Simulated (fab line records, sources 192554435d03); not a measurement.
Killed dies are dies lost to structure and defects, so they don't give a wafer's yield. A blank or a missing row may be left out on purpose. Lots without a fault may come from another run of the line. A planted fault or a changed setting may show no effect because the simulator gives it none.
A struck lot beside a sound one | flow n5_finfet | 39 steps out of a route of 1938
Sound: wafers L476.2, L476.5, L476.6. Struck: wafers L489.3, L489.5. The cause comes at the end.
At each step with rows: each side's tool, then ch and its chambers, then its first start. Under that, the readings that differ: sound wafers | struck wafers | difference of the means | sigmas: that difference in standard deviations of wafers without a fault.
alike: readings whose means differ by less than 2 such deviations, and words and numbers that are the same on both sides. not compared: withheld readings, readings that some wafer has no value for, bounds like >300 that may hide the same value, and numbers for which the record gives no deviation and whose values overlap.
The two part at a step that has a row with sigmas, a row that says differs or no value, or rows on one side only. Numbers that don't overlap but have no deviation are shown without sigmas and don't part them. A reading that every wafer of one side lacks parts them only if that side has two wafers or more.

first, 9 steps without rows for these wafers: N5_BEOL_M13_SOFTBAKE_23 (time 60 s); N5_BEOL_M13_EXPOSE_25 (exposes mask M13, target cd 210 nm); N5_BEOL_M13_PEB_26 (peb time 90 s); N5_BEOL_M13_DEVELOP_27 (develop time 45 s); N5_BEOL_M13_HARDBAKE_32 (time 120 s); N5_BEOL_M13_DESCUM_33 (chemistry O2, time 7.9 s); N5_BEOL_M13_ETCH_67 (etches SiARC in CF4, target depth 143 nm, time 238.3 s); N5_BEOL_M13_ETCH_68 (etches SOC in N2/H2, time 355 s); N5_BEOL_M13_STRIP_69 (strips in N2/H2).
N5_BEOL_M13_TRENCH_ETCH_34: etches SiOC in C4F8/O2/Ar, target depth 413.47 nm, time 162.6 s.
  sound on rie_diel-06 ch 1,2,3, day 14 06:48; struck on rie_diel-06 ch 2,3, day 18 00:10
  reading                  | sound             | struck      | difference | sigmas
  oes_product_au (a.u.)    | 0.84 0.67 0.71    | 1.23 1.06   | +0.41      | +5
  model.etch.depth_nm (nm) | 407.3 401.1 405.5 | 611.9 602.7 | +202.7     |
  alike: drypump_motor_current_A, mfc_ar_sccm, rf_vpp_V, showerhead_plenum_p_Torr, throttle_valve_pct
  not compared: rf_hours_counter_h
then, 1 step without rows for these wafers: N5_BEOL_M13_STRIP_70 (strips in C4F8/O2/Ar).
N5_BEOL_M13_OCD_MEAS_35:
  sound on ocd-01, day 14 06:59; struck on ocd-02, day 18 00:21
  reading              | sound       | struck  | difference | sigmas
  trench_depth_nm (nm) | 407 401 406 | 611 602 | +202       | +34
then, 11 steps without rows for these wafers: N5_BEOL_M13_STRIP_37 (strips in N2/H2); N5_BEOL_M13_ETCH_38 (etches SiCN in CF4/N2, target depth 67.5 nm, time 71.9 s); N5_BEOL_M13_PRECLEAN_39 (cleans in residue remover, time 60 s); N5_BEOL_M13_SRD_40 (time 30 s, dry time 30 s); N5_BEOL_M13_DEGAS_41 (time 60 s); N5_BEOL_M13_PRE_CLEAN_42 (time 30 s); N5_BEOL_M13_SPUTTER_43 (material TaN, target thk 15 nm, time 24.19 s); N5_BEOL_M13_SPUTTER_44 (material Ta, target thk 10 nm, time 16.13 s); N5_BEOL_M13_SPUTTER_45 (material Cu, target thk 80 nm, time 13.33 s); N5_BEOL_M13_ECD_47 (material Cu, target thk 936 nm); N5_BEOL_M13_ANNEAL_48 (time 90 s).
N5_BEOL_M13_CMP_49: polishes, stops on SiOC, t overpolish 17.1 s, target thk 420 nm.
  sound on cmp-01 ch 0,1, day 14 11:55; struck on cmp-02 ch 1,2, day 18 04:15
  reading                                 | sound             | struck      | difference | sigmas
  model.Cu_of_BEOL_M13_ECD_47.thk_nm (nm) | 414.4 407.2 412.4 | 617.2 608.4 | +201.5     |
  alike: barrier_field_endpoint_s, motor_current_A, overpolish_run_s, slurry_flow_ml_min
N5_BEOL_M13_THK_MEAS_50: measures by xrf.
  sound on film_metro-02, day 14 12:13; struck on film_metro-01, day 18 04:28
  reading      | sound       | struck  | difference | sigmas
  M13_THK (nm) | 415 405 408 | 622 615 | +209       | +30
then, 2 steps without rows for these wafers: N5_BEOL_M13_PRE_CLEAN_52 (time 15 s); N5_BEOL_M13_DEP_53 (deposits SiCN from 3MS/NH3, target thk 50 nm, time 17.8 s).
N5_BEOL_M13_RS_MEAS_54: measures by four-point-probe.
  sound on film_metro-02, day 14 12:20; struck on film_metro-01, day 18 04:35
  reading         | sound                | struck        | difference | sigmas
  M13_RS (ohm/sq) | 0.0454 0.0463 0.0458 | 0.0302 0.0307 | -0.0154    | -24
then, 9 steps without rows for these wafers: N5_BEOL_M14_ILD_DEP_00 (deposits SiO2 from TEOS/O2, target thk 1119.3 nm, time 237.4 s); N5_BEOL_M14_COAT_58 (time 60 s, resist thk 89 nm); N5_BEOL_M14_COAT_04 (resist thk 800 nm); N5_BEOL_M14_EBR_06; N5_BEOL_M14_SOFTBAKE_05 (time 60 s); N5_BEOL_M14_EXPOSE_07 (exposes mask V13); N5_BEOL_M14_PEB_08 (peb time 90 s); N5_BEOL_M14_DEVELOP_09 (develop time 45 s); N5_BEOL_M14_HARDBAKE_14 (time 120 s).
N5_BEOL_M15_RC_MEAS_101:
  sound on prober-02 ch 0, day 14 22:27; struck on prober-01 ch 0, day 18 16:49
  reading                    | sound                   | struck          | difference | sigmas
  COMB_M14 (S/m)             | 2.9e-12 1.7e-12 2.1e-12 | 3.8e-12 5.7e-12 | +2.5e-12   | +3
  SERP_M12 (ohm/um)          | 0.680 0.652 0.654       | 0.619 0.603     | -0.051     | -3
  SERP_M13 (ohm/um)          | 0.313 0.316 0.312       | 0.207 0.208     | -0.106     | -21
  SERP_M13_max_site (ohm/um) | 0.314 0.320 0.314       | 0.208 0.209     | -0.108     | -20
  alike: COMB_M10, COMB_M11, COMB_M12, COMB_M15, COMB_M5, COMB_M6, COMB_M6_max_site, COMB_M7, COMB_M8, COMB_M9, SERP_M10, SERP_M11, SERP_M14, SERP_M5, SERP_M5_max_site, SERP_M6, SERP_M7, SERP_M8, SERP_M9
N5_PASSIVATION_PROBE_49:
  the record has rows for the sound wafers here (prober-01, day 15 13:22) and none for the struck ones

WHERE THEY PART
First at N5_BEOL_M13_TRENCH_ETCH_34; last, within this record, at N5_PASSIVATION_PROBE_49.

WHY: what the simulator had put in
Process parameter drift: rie_diel-06, from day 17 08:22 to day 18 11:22, at N5_BEOL_M13_TRENCH_ETCH_34. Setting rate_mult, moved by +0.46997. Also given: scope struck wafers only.
